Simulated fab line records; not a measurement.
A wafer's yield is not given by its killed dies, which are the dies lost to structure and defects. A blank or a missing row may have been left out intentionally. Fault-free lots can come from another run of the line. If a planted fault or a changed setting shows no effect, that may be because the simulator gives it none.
A sampling plan put to the test | flow n5 finfet | one fab line, 73 faults that these records tell of, each judged on the records of the lots that it struck; 3 more are left out, because the records don't allow judging them
Plan = the line's own looks (route steps where a gauge or an inspection reads the wafer without altering it). Where struck wafers have a number at a look and the file lists that look's usual mean and standard deviation on fault-free wafers, the look can be judged. Caught: the struck wafers' mean, at a look after the fault's first step, is 4 or more of those standard deviations (sigma) away from the usual mean. On the tool: the identical test, applied to the tool's own readings at the steps of the fault. Another recipe on the struck wafers, or a record that is blank for them alone, also counts as caught.

THE FAULTS, as the simulator had put them in
1. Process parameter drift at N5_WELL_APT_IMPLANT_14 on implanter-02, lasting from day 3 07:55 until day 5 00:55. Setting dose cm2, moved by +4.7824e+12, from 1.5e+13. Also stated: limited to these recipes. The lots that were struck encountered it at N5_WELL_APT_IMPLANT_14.
2. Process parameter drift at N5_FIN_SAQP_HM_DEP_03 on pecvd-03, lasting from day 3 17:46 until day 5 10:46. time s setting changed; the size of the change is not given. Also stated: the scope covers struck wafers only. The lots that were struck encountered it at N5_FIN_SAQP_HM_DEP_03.
3. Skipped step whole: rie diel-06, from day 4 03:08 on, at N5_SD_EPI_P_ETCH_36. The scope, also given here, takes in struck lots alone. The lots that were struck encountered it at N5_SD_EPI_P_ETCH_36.
4. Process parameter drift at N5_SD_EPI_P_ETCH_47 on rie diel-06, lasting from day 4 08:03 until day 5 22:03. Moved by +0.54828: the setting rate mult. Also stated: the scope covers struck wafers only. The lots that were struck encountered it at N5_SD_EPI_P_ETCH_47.
5. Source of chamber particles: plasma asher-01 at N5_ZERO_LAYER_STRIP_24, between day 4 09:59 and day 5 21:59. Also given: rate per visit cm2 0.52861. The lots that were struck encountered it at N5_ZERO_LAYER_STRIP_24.
6. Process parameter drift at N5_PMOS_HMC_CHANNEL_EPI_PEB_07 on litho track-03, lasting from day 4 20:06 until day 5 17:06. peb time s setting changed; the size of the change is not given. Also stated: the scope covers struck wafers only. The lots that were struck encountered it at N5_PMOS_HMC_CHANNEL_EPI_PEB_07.
7. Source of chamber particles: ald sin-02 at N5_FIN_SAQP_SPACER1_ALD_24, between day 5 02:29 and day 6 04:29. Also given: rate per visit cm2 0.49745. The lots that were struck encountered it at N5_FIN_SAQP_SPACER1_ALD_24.
8. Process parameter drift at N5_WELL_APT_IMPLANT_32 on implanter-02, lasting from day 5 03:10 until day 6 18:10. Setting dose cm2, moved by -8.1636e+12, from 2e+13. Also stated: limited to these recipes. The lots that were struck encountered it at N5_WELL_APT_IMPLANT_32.
9. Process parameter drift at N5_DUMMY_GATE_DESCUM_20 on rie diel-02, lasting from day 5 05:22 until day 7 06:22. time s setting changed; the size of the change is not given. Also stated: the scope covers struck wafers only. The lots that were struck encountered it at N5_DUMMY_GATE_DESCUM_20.
10. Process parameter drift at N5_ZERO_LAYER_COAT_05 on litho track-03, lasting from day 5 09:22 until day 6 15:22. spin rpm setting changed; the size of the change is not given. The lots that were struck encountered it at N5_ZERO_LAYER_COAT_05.
11. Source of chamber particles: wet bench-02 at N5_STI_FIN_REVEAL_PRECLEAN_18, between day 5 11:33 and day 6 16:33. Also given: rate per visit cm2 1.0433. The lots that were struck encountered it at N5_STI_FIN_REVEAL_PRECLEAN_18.
12. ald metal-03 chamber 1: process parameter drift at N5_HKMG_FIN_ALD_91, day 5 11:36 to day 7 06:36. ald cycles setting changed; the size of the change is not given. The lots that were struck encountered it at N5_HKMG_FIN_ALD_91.
13. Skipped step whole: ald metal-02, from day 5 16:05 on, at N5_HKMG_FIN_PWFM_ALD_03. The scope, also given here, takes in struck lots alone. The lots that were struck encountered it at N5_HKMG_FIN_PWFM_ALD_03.
14. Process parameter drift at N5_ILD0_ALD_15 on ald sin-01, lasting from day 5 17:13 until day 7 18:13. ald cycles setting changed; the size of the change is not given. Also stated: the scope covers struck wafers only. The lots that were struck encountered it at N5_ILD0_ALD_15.
15. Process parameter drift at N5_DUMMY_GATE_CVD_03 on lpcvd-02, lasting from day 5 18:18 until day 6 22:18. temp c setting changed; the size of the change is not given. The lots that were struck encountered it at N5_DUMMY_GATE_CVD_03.
16. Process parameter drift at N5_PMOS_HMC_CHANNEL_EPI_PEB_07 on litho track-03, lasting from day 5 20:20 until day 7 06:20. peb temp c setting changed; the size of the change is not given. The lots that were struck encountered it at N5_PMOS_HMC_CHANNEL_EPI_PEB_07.
17. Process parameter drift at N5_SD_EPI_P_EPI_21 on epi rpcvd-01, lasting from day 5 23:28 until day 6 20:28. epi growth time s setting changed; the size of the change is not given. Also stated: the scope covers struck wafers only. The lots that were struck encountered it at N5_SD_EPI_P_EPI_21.
18. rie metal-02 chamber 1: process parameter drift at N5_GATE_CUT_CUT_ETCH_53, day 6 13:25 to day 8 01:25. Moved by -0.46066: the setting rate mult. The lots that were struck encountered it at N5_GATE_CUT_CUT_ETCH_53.
19. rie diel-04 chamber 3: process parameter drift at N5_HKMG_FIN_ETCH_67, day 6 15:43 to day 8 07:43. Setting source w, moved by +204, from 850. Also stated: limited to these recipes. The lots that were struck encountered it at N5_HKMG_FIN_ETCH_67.
20. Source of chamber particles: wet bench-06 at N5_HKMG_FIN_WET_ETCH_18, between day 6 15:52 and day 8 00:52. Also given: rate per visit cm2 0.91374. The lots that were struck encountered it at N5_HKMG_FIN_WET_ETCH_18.
21. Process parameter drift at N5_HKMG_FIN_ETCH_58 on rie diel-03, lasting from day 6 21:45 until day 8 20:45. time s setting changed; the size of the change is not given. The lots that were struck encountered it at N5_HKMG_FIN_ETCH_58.
22. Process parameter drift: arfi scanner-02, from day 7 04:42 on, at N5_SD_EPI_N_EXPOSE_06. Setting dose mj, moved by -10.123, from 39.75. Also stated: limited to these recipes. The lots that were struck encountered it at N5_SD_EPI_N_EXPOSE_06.
23. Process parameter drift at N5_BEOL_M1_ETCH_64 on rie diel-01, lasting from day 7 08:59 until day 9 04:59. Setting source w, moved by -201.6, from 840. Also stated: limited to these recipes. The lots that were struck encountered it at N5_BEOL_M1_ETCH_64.
24. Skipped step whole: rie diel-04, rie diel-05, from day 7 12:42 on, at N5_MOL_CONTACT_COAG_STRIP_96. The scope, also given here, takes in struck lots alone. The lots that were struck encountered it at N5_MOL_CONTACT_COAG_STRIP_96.
25. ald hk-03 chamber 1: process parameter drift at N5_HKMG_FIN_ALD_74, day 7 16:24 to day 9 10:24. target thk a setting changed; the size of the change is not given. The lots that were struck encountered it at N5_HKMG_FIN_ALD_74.
26. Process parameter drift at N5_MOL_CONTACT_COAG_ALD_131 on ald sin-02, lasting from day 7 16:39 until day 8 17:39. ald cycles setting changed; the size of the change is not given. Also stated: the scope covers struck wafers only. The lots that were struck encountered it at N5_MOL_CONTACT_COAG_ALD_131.
27. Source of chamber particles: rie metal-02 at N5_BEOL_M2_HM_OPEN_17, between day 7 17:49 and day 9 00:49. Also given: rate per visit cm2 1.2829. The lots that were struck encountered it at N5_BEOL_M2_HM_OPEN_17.
28. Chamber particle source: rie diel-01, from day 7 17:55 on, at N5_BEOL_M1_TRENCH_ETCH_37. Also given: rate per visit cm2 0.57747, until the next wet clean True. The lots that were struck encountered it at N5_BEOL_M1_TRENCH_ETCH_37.
29. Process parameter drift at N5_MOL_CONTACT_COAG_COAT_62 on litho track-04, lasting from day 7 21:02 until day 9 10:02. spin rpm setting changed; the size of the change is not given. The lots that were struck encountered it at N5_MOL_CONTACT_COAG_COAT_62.
30. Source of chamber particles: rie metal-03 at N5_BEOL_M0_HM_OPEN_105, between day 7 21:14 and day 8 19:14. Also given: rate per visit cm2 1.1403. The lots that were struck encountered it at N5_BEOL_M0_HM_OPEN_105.
31. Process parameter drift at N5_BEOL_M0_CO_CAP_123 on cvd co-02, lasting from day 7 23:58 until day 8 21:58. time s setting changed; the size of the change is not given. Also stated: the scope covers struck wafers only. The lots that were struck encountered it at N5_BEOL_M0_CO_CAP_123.
32. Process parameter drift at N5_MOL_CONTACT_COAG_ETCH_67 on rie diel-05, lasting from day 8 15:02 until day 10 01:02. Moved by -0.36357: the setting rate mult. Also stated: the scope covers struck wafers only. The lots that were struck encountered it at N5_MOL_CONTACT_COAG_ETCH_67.
33. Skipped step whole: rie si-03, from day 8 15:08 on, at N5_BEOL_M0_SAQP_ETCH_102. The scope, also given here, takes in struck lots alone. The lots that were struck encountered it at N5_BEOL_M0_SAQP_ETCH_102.
34. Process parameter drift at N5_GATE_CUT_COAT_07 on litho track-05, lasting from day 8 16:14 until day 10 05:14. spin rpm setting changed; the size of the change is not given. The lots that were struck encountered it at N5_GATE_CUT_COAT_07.
35. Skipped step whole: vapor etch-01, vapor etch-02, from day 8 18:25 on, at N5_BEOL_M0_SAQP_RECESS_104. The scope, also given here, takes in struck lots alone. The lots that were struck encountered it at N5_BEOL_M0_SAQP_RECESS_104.
36. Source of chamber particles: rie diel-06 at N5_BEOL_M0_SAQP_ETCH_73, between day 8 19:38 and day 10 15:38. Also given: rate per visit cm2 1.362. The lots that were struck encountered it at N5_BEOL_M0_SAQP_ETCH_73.
37. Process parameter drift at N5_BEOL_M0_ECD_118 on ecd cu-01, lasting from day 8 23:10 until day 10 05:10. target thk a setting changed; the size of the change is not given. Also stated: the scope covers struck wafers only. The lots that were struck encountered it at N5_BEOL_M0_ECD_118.
38. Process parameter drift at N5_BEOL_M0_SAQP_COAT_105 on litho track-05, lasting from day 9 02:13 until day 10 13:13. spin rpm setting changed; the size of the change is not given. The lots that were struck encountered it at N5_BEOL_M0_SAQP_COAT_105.
39. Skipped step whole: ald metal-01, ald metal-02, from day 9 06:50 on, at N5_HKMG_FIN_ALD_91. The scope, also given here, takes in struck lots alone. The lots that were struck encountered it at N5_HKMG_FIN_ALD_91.
40. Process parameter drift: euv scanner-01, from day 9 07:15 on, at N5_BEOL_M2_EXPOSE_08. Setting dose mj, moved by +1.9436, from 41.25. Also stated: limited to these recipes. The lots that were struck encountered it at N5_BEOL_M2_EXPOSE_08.
41. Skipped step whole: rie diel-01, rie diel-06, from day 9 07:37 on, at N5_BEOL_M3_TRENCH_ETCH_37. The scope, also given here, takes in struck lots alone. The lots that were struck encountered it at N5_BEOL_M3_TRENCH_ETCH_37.
42. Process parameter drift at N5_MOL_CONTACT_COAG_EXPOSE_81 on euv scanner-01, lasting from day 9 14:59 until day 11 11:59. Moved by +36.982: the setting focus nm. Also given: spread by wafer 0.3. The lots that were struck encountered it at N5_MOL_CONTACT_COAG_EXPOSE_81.
43. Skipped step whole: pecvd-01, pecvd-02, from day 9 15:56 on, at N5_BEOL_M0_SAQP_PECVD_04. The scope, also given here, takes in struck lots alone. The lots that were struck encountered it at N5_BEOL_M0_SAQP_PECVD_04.
44. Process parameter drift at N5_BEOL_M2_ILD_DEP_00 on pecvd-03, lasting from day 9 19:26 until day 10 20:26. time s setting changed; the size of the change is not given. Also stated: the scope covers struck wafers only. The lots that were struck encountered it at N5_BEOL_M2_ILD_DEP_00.
45. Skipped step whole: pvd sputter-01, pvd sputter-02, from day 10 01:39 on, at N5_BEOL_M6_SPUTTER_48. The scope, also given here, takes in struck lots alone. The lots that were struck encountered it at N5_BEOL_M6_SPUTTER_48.
46. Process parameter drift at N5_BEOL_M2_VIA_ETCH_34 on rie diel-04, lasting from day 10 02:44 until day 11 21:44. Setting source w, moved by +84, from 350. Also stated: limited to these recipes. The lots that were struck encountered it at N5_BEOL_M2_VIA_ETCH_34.
47. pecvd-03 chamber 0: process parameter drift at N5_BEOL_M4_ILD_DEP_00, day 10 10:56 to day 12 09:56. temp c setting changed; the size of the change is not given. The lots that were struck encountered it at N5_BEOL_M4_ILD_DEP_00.
48. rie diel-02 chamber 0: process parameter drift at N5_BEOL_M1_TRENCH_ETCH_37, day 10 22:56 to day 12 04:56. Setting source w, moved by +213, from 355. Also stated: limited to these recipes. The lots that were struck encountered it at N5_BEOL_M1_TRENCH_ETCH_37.
49. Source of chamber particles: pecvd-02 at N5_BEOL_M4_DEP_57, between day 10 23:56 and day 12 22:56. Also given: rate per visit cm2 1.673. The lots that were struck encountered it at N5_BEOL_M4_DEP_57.
50. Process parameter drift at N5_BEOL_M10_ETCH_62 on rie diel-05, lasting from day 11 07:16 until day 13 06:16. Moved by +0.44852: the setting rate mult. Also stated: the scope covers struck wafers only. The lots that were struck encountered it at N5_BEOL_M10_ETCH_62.
51. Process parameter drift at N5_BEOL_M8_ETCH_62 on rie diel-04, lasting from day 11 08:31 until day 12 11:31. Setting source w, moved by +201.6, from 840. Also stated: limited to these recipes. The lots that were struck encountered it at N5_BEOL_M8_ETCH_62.
52. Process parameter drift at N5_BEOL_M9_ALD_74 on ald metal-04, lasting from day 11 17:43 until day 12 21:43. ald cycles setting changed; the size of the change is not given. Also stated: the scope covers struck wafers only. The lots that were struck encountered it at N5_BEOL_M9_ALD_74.
53. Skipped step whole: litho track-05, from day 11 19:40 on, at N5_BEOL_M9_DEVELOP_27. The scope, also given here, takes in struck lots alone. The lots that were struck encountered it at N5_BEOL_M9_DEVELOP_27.
54. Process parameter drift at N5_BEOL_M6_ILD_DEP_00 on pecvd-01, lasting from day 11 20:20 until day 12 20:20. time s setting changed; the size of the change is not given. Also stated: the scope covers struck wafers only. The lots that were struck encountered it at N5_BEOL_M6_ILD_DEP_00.
55. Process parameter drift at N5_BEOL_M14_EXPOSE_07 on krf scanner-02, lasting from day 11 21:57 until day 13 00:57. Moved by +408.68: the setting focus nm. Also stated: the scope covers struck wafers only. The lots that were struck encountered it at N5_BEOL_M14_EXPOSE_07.
56. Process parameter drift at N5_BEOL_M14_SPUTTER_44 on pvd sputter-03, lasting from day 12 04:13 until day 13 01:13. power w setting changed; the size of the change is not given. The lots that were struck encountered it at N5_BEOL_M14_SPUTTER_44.
57. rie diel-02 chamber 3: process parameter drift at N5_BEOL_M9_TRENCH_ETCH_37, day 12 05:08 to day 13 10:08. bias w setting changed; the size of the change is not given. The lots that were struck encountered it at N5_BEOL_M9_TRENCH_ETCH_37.
58. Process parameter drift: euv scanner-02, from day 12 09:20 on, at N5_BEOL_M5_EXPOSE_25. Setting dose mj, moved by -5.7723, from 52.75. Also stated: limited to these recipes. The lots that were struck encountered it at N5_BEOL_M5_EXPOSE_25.
59. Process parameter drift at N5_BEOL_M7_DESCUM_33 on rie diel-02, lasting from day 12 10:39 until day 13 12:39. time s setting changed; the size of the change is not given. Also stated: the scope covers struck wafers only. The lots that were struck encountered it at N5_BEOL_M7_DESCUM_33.
60. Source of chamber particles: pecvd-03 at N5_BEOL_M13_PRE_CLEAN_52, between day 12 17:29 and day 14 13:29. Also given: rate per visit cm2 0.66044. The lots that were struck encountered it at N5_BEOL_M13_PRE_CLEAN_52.
61. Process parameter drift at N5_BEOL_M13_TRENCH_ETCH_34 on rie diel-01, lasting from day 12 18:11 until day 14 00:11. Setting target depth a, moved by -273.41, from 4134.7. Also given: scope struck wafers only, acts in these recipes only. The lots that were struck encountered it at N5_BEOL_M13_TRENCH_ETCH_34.
62. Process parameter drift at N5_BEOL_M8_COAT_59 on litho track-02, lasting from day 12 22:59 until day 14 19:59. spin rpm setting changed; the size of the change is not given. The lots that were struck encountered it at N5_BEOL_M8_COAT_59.
63. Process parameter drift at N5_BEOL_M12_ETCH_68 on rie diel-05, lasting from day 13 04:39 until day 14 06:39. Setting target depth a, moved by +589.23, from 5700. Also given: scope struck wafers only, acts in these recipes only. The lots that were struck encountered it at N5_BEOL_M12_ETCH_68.
64. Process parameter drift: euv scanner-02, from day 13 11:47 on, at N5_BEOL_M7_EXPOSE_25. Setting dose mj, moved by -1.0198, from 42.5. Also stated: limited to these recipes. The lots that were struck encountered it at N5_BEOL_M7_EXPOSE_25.
65. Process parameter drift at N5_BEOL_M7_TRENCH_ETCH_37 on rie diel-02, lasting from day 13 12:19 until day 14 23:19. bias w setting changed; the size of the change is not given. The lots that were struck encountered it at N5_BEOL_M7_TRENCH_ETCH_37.
66. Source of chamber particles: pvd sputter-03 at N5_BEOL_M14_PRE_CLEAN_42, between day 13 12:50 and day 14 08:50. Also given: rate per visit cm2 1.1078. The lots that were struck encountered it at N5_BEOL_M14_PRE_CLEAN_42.
67. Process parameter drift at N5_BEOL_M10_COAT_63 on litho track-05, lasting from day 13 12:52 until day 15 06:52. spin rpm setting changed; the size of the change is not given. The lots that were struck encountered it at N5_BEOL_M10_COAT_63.
68. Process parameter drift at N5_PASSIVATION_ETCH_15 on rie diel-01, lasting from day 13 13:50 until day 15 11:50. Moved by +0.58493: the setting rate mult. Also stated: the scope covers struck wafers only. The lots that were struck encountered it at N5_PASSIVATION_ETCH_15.
69. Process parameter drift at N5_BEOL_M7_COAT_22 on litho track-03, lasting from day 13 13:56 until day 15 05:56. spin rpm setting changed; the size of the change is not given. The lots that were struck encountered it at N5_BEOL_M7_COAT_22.
70. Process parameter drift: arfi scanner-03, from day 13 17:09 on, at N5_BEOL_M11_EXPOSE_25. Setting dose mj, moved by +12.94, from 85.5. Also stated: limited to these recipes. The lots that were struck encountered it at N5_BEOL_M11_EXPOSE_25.
71. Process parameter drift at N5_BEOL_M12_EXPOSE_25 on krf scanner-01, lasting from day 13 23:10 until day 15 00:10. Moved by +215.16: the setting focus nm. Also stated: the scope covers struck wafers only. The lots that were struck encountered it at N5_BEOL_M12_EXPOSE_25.
72. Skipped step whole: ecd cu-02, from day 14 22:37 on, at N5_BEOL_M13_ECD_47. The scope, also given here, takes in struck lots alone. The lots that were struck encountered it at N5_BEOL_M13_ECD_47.
73. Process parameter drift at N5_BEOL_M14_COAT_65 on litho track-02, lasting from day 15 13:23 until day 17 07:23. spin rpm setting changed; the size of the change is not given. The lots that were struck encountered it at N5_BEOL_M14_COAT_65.

WHAT THE PLAN SAW
fault | on the tool itself                               | first look that catches it                      | reading, sigma                                            | median hours from its first step to that look | hours from the fault's start to the first struck lot there | judged looks passed uncaught
1     | dose ions cm2 +99 or beyond sigma                | N5_BEOL_M4_RC_MEAS_101                          | RS_NWELL -22                                              | 159.6                                         | 157                                                        | 0
2     | under 2 sigma                                    | none of the 2 looks that can be judged after it | strongest: thk nm at N5_FIN_SAQP_THK_MEAS_05, +2.7        | -                                             | -                                                          | 2
3     | the tool's record is blank for the struck wafers | no look after it can be judged                  | -                                                         | -                                             | -                                                          | 0
4     | oes product au +4.7 sigma                        | not the one look that can be judged after it    | strongest: IOFF_P at N5_BEOL_M4_RC_MEAS_101, +2.1         | -                                             | -                                                          | 1
5     | under 2 sigma                                    | N5_ZERO_LAYER_INSPECT_20                        | raw defect count +21                                      | 0.4                                           | 3                                                          | 0
6     | heater power total W +15 sigma                   | N5_PMOS_HMC_CHANNEL_EPI_CD_MEAS_09              | cd nm -9.8                                                | 0.1                                           | 3                                                          | 0
7     | under 2 sigma                                    | N5_FIN_SAQP_INSPECT_40                          | raw defect count +5.5                                     | 3.3                                           | 7                                                          | 1
8     | dose ions cm2 -99 or beyond sigma                | N5_BEOL_M4_RC_MEAS_101                          | CJ_N -14                                                  | 146.1                                         | 151                                                        | 0
9     | under 2 sigma                                    | not the one look that can be judged after it    | -                                                         | -                                             | -                                                          | 1
10    | spin speed rpm +65 sigma                         | none of the 2 looks that can be judged after it | -                                                         | -                                             | -                                                          | 2
11    | no reading that can be judged                    | N5_STI_FIN_REVEAL_INSPECT_13                    | raw defect count +99 or beyond                            | 0.1                                           | 4                                                          | 0
12    | under 2 sigma                                    | N5_BEOL_M4_RC_MEAS_101                          | IOFF_N_LONG +39                                           | 103.5                                         | 90                                                         | 0
13    | the tool's record is blank for the struck wafers | N5_BEOL_M4_RC_MEAS_101                          | VT_P_LVT -37                                              | 90.2                                          | 99                                                         | 2
14    | under 2 sigma                                    | none of the 2 looks that can be judged after it | -                                                         | -                                             | -                                                          | 2
15    | susceptor temp C -79 sigma                       | no look after it can be judged                  | -                                                         | -                                             | -                                                          | 0
16    | plate temp C +27 sigma                           | N5_PMOS_HMC_CHANNEL_EPI_CD_MEAS_09              | cd nm +10                                                 | 0.1                                           | 3                                                          | 0
17    | no reading that can be judged                    | N5_SD_EPI_P_EPI_MEAS_23                         | thk nm +5.6                                               | 2.3                                           | 6                                                          | 0
18    | etch rf on time s +22 sigma                      | no look after it can be judged                  | -                                                         | -                                             | -                                                          | 0
19    | rf fwd power W +59 sigma                         | not the one look that can be judged after it    | -                                                         | -                                             | -                                                          | 1
20    | no reading that can be judged                    | no look after it can be judged                  | -                                                         | -                                             | -                                                          | 0
21    | run length s -99 or beyond sigma                 | N5_BEOL_M4_RC_MEAS_101                          | IOFF_N_LONG +28                                           | 104.4                                         | 117                                                        | 0
22    | exposure dose mJ cm2 -99 or beyond sigma         | N5_SD_EPI_N_CD_MEAS_09                          | cd nm -32                                                 | 0.1                                           | 4                                                          | 0
23    | rf fwd power W -74 sigma                         | not the one look that can be judged after it    | -                                                         | -                                             | -                                                          | 1
24    | the tool's record is blank for the struck wafers | no look after it can be judged                  | -                                                         | -                                             | -                                                          | 0
25    | under 2 sigma                                    | N5_BEOL_M4_RC_MEAS_101                          | VT_N_LVT -11                                              | 104.5                                         | 112                                                        | 1
26    | under 2 sigma                                    | no look after it can be judged                  | -                                                         | -                                             | -                                                          | 0
27    | under 2 sigma                                    | N5_BEOL_M2_INSPECT_30                           | raw defect count +9.4                                     | 0.6                                           | 11                                                         | 0
28    | under 2 sigma                                    | no look after it can be judged                  | -                                                         | -                                             | -                                                          | 0
29    | spin speed rpm +99 or beyond sigma               | not the one look that can be judged after it    | -                                                         | -                                             | -                                                          | 1
30    | under 2 sigma                                    | no look after it can be judged                  | -                                                         | -                                             | -                                                          | 0
31    | run length s +95 sigma                           | not the one look that can be judged after it    | -                                                         | -                                             | -                                                          | 1
32    | under 2 sigma                                    | not the one look that can be judged after it    | strongest: cd nm at N5_MOL_CONTACT_COAG_CD_MEAS_101, -3.2 | -                                             | -                                                          | 1
33    | the tool's record is blank for the struck wafers | no look after it can be judged                  | -                                                         | -                                             | -                                                          | 0
34    | spin speed rpm -99 or beyond sigma               | none of the 4 looks that can be judged after it | -                                                         | -                                             | -                                                          | 4
35    | the tool's record is blank for the struck wafers | no look after it can be judged                  | -                                                         | -                                             | -                                                          | 0
36    | under 2 sigma                                    | not the one look that can be judged after it    | -                                                         | -                                             | -                                                          | 1
37    | no reading that can be judged                    | not the one look that can be judged after it    | -                                                         | -                                             | -                                                          | 1
38    | spin speed rpm -99 or beyond sigma               | not the one look that can be judged after it    | -                                                         | -                                             | -                                                          | 1
39    | the tool's record is blank for the struck wafers | N5_BEOL_M4_RC_MEAS_101                          | IOFF_N_LONG +99 or beyond                                 | 103.3                                         | 109                                                        | 0
40    | exposure dose mJ cm2 +25 sigma                   | none of the 2 looks that can be judged after it | -                                                         | -                                             | -                                                          | 2
41    | the tool's record is blank for the struck wafers | N5_BEOL_M3_OCD_MEAS_38                          | trench depth nm -90                                       | 0.1                                           | 2                                                          | 0
42    | exposure dose mJ cm2 +12 sigma                   | N5_MOL_CONTACT_COAG_CD_MEAS_84                  | cd nm -7.5                                                | 0.2                                           | 14                                                         | 0
43    | the tool's record is blank for the struck wafers | N5_BEOL_M0_SAQP_THK_MEAS_05                     | thk nm -45                                                | 0.1                                           | 9                                                          | 0
44    | under 2 sigma                                    | N5_BEOL_M2_THK_MEAS_01                          | M2_ILD_THK -6.4                                           | 0.1                                           | 6                                                          | 0
45    | the tool's record is blank for the struck wafers | no look after it can be judged                  | -                                                         | -                                             | -                                                          | 0
46    | rf fwd power W +49 sigma                         | not the one look that can be judged after it    | -                                                         | -                                             | -                                                          | 1
47    | susceptor temp C -57 sigma                       | none of the 2 looks that can be judged after it | strongest: M4_ILD_THK at N5_BEOL_M4_THK_MEAS_01, +3.7     | -                                             | -                                                          | 2
48    | rf fwd power W +99 or beyond sigma               | N5_BEOL_M1_OCD_MEAS_38                          | trench depth nm +16                                       | 0.2                                           | 2                                                          | 0
49    | under 2 sigma                                    | N5_BEOL_M4_INSPECT_59                           | raw defect count +47                                      | 0.1                                           | 7                                                          | 0
50    | under 2 sigma                                    | no look after it can be judged                  | -                                                         | -                                             | -                                                          | 0
51    | rf fwd power W +72 sigma                         | no look after it can be judged                  | -                                                         | -                                             | -                                                          | 0
52    | under 2 sigma                                    | not the one look that can be judged after it    | strongest: COMB_M9 at N5_BEOL_M15_RC_MEAS_101, +3.6       | -                                             | -                                                          | 1
53    | no reading that can be judged                    | no look after it can be judged                  | -                                                         | -                                             | -                                                          | 0
54    | under 2 sigma                                    | N5_BEOL_M6_THK_MEAS_01                          | M6_ILD_THK +24                                            | 0.6                                           | 4                                                          | 0
55    | no reading that can be judged                    | N5_BEOL_M14_CD_MEAS_10                          | cd nm -6.0                                                | 0.2                                           | 4                                                          | 0
56    | cathode dc power W +99 or beyond sigma           | no look after it can be judged                  | -                                                         | -                                             | -                                                          | 0
57    | bias w -99 or beyond sigma                       | N5_BEOL_M9_OCD_MEAS_38                          | trench depth nm -24                                       | 0.2                                           | 20                                                         | 0
58    | exposure dose mJ cm2 -88 sigma                   | N5_BEOL_M5_CD_MEAS_28                           | cd nm -13                                                 | 0.1                                           | 10                                                         | 0
59    | under 2 sigma                                    | no look after it can be judged                  | -                                                         | -                                             | -                                                          | 0
60    | no reading that can be judged                    | N5_BEOL_M13_INSPECT_55                          | raw defect count +16                                      | 0.1                                           | 4                                                          | 0
61    | under 2 sigma                                    | N5_BEOL_M13_OCD_MEAS_35                         | trench depth nm -5.9                                      | 0.2                                           | 1                                                          | 0
62    | spin speed rpm +99 or beyond sigma               | no look after it can be judged                  | -                                                         | -                                             | -                                                          | 0
63    | under 2 sigma                                    | no look after it can be judged                  | -                                                         | -                                             | -                                                          | 0
64    | exposure dose mJ cm2 -19 sigma                   | no look after it can be judged                  | -                                                         | -                                             | -                                                          | 0
65    | bias w -39 sigma                                 | N5_BEOL_M7_OCD_MEAS_38                          | trench depth nm -4.9                                      | 0.2                                           | 3                                                          | 0
66    | under 2 sigma                                    | no look after it can be judged                  | -                                                         | -                                             | -                                                          | 0
67    | spin speed rpm +99 or beyond sigma               | no look after it can be judged                  | -                                                         | -                                             | -                                                          | 0
68    | only faintly: oes product au +3.0 sigma          | no look after it can be judged                  | -                                                         | -                                             | -                                                          | 0
69    | spin speed rpm -99 or beyond sigma               | none of the 3 looks that can be judged after it | -                                                         | -                                             | -                                                          | 3
70    | exposure dose mJ cm2 +99 or beyond sigma         | N5_BEOL_M11_CD_MEAS_28                          | cd nm +12                                                 | 0.1                                           | 3                                                          | 0
71    | under 2 sigma                                    | N5_BEOL_M12_CD_MEAS_28                          | cd nm +12                                                 | 0.2                                           | 2                                                          | 0
72    | no reading that can be judged                    | no look after it can be judged                  | -                                                         | -                                             | -                                                          | 0
73    | spin speed rpm +99 or beyond sigma               | no look after it can be judged                  | -                                                         | -                                             | -                                                          | 0
A dash: this means the fault isn't caught or the number doesn't appear in these records.

Caught at a look: 30 of 73. Caught on the tool: 41 of 73. By one or the other: 55 of 73.
Faults caught by the tool alone: 3, 4, 10, 15, 18, 19, 23, 24, 29, 31, 33, 34, 35, 38, 40, 45, 46, 47, 51, 56, 62, 64, 67, 69, 73.
Caught at a look alone: faults 5, 7, 11, 12, 17, 25, 27, 44, 49, 54, 55, 60, 61, 71.
Caught by neither: faults 2, 9, 14, 20, 26, 28, 30, 32, 36, 37, 50, 52, 53, 59, 63, 66, 68, 72.

THINNER SAMPLING
If the look that catches a fault measured only every second or every third lot, by lot number, the first struck lot would be measured this late in the worst case:
fault | struck lots at that look, in order of time | every lot | every second lot | every third lot
1     | L561, L565, L564                           | 157 h     | 191 h            | may miss all 3
5     | L840, L841, L843                           | 3 h       | 9 h              | may miss all 3
6     | L732                                       | 3 h       | may miss it      | may miss it
7     | L969, L970, L971                           | 7 h       | 12 h             | 18 h
8     | L827, L832                                 | 151 h     | 183 h            | may miss all 2
11    | L704, L706                                 | 4 h       | may miss all 2   | may miss all 2
12    | L971, L976                                 | 90 h      | 139 h            | may miss all 2
13    | L450, L451                                 | 99 h      | 101 h            | may miss all 2
16    | L483, L487                                 | 3 h       | may miss all 2   | may miss all 2
17    | L423, L425, L426                           | 6 h       | 21 h             | may miss all 3
21    | L158, L160                                 | 117 h     | may miss all 2   | may miss all 2
22    | L816, L819                                 | 4 h       | 19 h             | may miss all 2
25    | L248, L249                                 | 112 h     | 116 h            | may miss all 2
27    | L139, L141                                 | 11 h      | may miss all 2   | may miss all 2
39    | L760, L761                                 | 109 h     | 111 h            | may miss all 2
41    | L895, L896                                 | 2 h       | 14 h             | may miss all 2
42    | L529                                       | 14 h      | may miss it      | may miss it
43    | L694, L695                                 | 9 h       | 11 h             | may miss all 2
44    | L855, L857                                 | 6 h       | may miss all 2   | may miss all 2
48    | L448, L449                                 | 2 h       | 8 h              | may miss all 2
49    | L533, L535                                 | 7 h       | may miss all 2   | may miss all 2
54    | L530, L529                                 | 4 h       | 11 h             | may miss all 2
55    | L928, L931, L930                           | 4 h       | 17 h             | may miss all 3
57    | L363, L362                                 | 20 h      | 22 h             | may miss all 2
58    | L464, L466                                 | 10 h      | may miss all 2   | may miss all 2
60    | L722, L728                                 | 4 h       | may miss all 2   | may miss all 2
61    | L374, L378, L379                           | 1 h       | 16 h             | 16 h
65    | L731, L729, L730                           | 3 h       | 7 h              | 7 h
70    | L483, L482                                 | 3 h       | 7 h              | may miss all 2
71    | L854, L853, L855                           | 2 h       | 7 h              | 24 h
Hours count from the start of the fault until the first struck lot that is measured. 4 sigma limit: tested on the pooled struck wafers, so a lone lot may be under it. Other struck lots may not be in these records.

THE LONGEST TIMED WAY FROM STEP TO LOOK
Fault 1: a median of 159.6 hours passes between N5_WELL_APT_IMPLANT_14 and N5_BEOL_M4_RC_MEAS_101. No look between them can be judged.
